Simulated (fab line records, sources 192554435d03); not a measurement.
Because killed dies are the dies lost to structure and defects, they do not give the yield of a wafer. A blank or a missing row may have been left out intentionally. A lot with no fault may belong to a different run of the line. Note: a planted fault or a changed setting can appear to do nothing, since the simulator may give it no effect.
8D (eight disciplines) problem report, filled in by code :: flow n5-finfet :: the parts of the form that need people (team, actions taken, sign-off) are left out

## 1. THE PROBLEM
A mean of 296.0 is read at N5_BEOL_M13_INSPECT_30 for raw-defect-count, taken on 1 wafer of 1 lot, against 2.1 (standard deviation 1.5) on wafers free of any fault. So: +99 or more standard deviations from the usual mean.
The step: inspects for defects (macro).
First seen on wafer L901.6, day 17 06:31, on defect-inspect-02. At this step, 30 wafers from 10 lots have a number in the record. Rule for "out" (also "out of limits"): further than 4 standard deviations from the usual mean. All remaining wafers that have a number are taken as sound.

## 2. WHAT IT IS; WHAT IT IS NOT
question: which readings at this step
is: raw-defect-count
is not: -

question: which lots
is: L901
is not: L888, L892, L893, L894, L906, L907, L908, L909, L910

question: which wafers of those lots
is: L901.6
is not: L901.3, L901.5

question: read on which gauges
is: defect-inspect-02
is not: defect-inspect-01

question: when
is: from day 17 06:31
is not: up to then (14 sound wafers); but 15 sound wafers of L906, L907, L908, L909, L910 came after

## 3. SUSPECTS, AND WHAT RULES EACH OUT
Counting: if a tool at a process step up to the reading ran every lot that is out, it stays a suspect. Sound lots after the first of them don't rule it out here, since some wafers of a struck lot are sound.
- the gauge at N5_BEOL_M13_INSPECT_30: ruled out. All the wafers that are out were read on defect-inspect-02, but those of them that N5_PASSIVATION_PROBE_49 has rows for are out there too, on other tools.
- cmp-04 at N5_BEOL_M12_CMP_49 (polishes, stops on SiOC, t overpolish 20.6 s, target thk 320 nm): kept. It processed L901, the lot that is out, at day 17 04:17, and its most recent sound lot before then was L892 at day 15 11:40.
- wet-bench-01 at N5_BEOL_M13_STRIP_71 (strips in post etch residue remover, time 60 s): kept. It processed L901, the lot that is out, at day 17 06:05, and its most recent sound lot before then was L892 at day 15 13:34.
- Within wet-bench-01 at N5_BEOL_M13_STRIP_71: the wafers that are out ran in chamber 7; their sound lot-mates ran in chambers 0, 2.
The count leaves wet-bench-01 at N5_BEOL_M13_STRIP_71 and cmp-04 at N5_BEOL_M12_CMP_49.

## 4. THE CAUSE (what the simulator had put in)
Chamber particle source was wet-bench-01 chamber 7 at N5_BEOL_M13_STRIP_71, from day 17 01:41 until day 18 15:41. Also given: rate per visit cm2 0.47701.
2 suspects survive the count, and this tool is in that group.

## 5. THE EFFECT CHAIN, in route order
Each row: a reading where the mean over the struck wafers with a number is more than 3 standard deviations away from the usual. Only readings whose record carries a usual standard deviation are examined. hours: median over the lots of the time between each lot's start at the first step of this table that gives one and its start at this step. sigmas: the change, counted in usual standard deviations.
hours: 0
step: N5_BEOL_M13_INSPECT_30
reading: raw-defect-count
usual: 2.1
on struck wafers: 296.0
change: +293.9
sigmas: +99 or more

hours: 36
step: N5_PASSIVATION_PROBE_49
reading: killed_at_M4_up
usual: 14
on struck wafers: 50
change: +36
sigmas: +6.9
Process steps it contains:
- N5_PASSIVATION_PROBE_49

## 6. HOW IT WOULD HAVE BEEN CAUGHT EARLIER
Counted from the fault's start at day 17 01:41, it took 5 hours until the first out-of-limits reading at a measuring or inspecting step in this record, taken at day 17 06:31.
Tool readings at N5_BEOL_M13_STRIP_71 with a usual standard deviation given in the record: none out on any struck wafer, hence no alarm at a limit of 4 standard deviations on them.
By day 17 06:31 the whole set of lots that are out, 1 in number, had already begun N5_BEOL_M13_STRIP_71 on wet-bench-01. A hold on the tool at that time would have spared none of them.
